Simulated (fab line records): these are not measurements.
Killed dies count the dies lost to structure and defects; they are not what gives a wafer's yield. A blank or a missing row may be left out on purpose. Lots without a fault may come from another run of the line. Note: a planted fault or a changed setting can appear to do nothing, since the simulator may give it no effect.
Chamber matching + flow n5Finfet + rieDiel-05 running N5_HKMG_FIN_ETCH_67: 4 sister chambers
The step etches SOC in N2/H2, stops on TiN, target depth 388.9 nm. 14 wafers are shown with their chamber, then 7 later ones without.

WAFERS, EACH WITH ITS CHAMBER
| wafer  | chamber | drypumpMotorCurrentA (A) | showerheadPlenumPTorr (Torr) | throttleValvePct (%) |
|--------|---------|--------------------------|------------------------------|----------------------|
| L074.3 | 3       | 6.3                      | 2.64                         | 18.01                |
| L074.4 | 0       | 5.7                      | 2.60                         | 17.52                |
| L074.5 | 3       | 6.3                      | 2.64                         | 18.02                |
| L078.2 | 0       | 5.7                      | 2.60                         | 17.53                |
| L078.3 | 1       | 5.9                      | 2.48                         | 17.75                |
| L078.6 | 2       | 5.8                      | 2.49                         | 17.76                |
| L080.2 | 0       | 5.7                      | 2.60                         | 17.56                |
| L080.4 | 3       | 6.3                      | 2.64                         | 18.04                |
| L080.5 | 0       | 5.7                      | 2.60                         | 17.55                |
| L082.1 | 1       | 5.9                      | 2.48                         | 17.78                |
| L082.2 | 2       | 5.8                      | 2.48                         | 17.78                |
| L082.6 | 1       | 5.9                      | 2.48                         | 17.78                |
| L083.4 | 3       | 6.3                      | 2.63                         | 18.05                |
| L083.5 | 0       | 5.8                      | 2.59                         | 17.56                |

SIGNATURES (means of the wafers above)
| reading               | chamber 0 | chamber 1 | chamber 2 | chamber 3 | scatter within a chamber |
|-----------------------|-----------|-----------|-----------|-----------|--------------------------|
| drypumpMotorCurrentA  | 5.720     | 5.900     | 5.800     | 6.300     | 0.0283                   |
| showerheadPlenumPTorr | 2.5980    | 2.4800    | 2.4850    | 2.6375    | 0.00453                  |
| throttleValvePct      | 17.5440   | 17.7700   | 17.7700   | 18.0300   | 0.0177                   |
Rule: a wafer lies at a distance from a chamber equal to the root of the sum of squares, over the readings, of (its reading less the chamber's mean, divided by the reading's scatter). The wafer belongs to the nearest chamber; if the next one is less than 2 further off, it can't be placed. The scatter is the square root of a quotient: the sum, over the shown wafers, of each reading's squared deviation from its chamber's mean, divided by wafers minus chambers.

WAFERS MISSING THEIR CHAMBER
| wafer  | drypumpMotorCurrentA (A) | showerheadPlenumPTorr (Torr) | throttleValvePct (%) |
|--------|--------------------------|------------------------------|----------------------|
| L083.6 | 5.9                      | 2.48                         | 17.78                |
| L092.1 | 5.9                      | 2.47                         | 17.84                |
| L092.4 | 5.8                      | 2.47                         | 17.82                |
| L092.5 | 5.8                      | 2.47                         | 17.82                |
| L096.3 | 5.8                      | 2.47                         | 17.87                |
| L096.4 | 6.3                      | 2.62                         | 17.72                |
| L096.6 | 5.9                      | 2.46                         | 17.85                |

CHAMBER TAKEN BY EACH
| wafer  | from the rows above     | in truth |
|--------|-------------------------|----------|
| L083.6 | 1                       | 1        |
| L092.1 | can't be placed: 1 or 2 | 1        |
| L092.4 | can't be placed: 2 or 1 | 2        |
| L092.5 | can't be placed: 2 or 1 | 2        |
| L096.3 | can't be placed: 2 or 1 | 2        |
| L096.4 | 3                       | 3        |
| L096.6 | can't be placed: 1 or 2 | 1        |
Correct placement for 2 of the 7. Can't be placed from these rows: 5 (the true chamber is among the candidates in 5). Placed wrongly: 0.
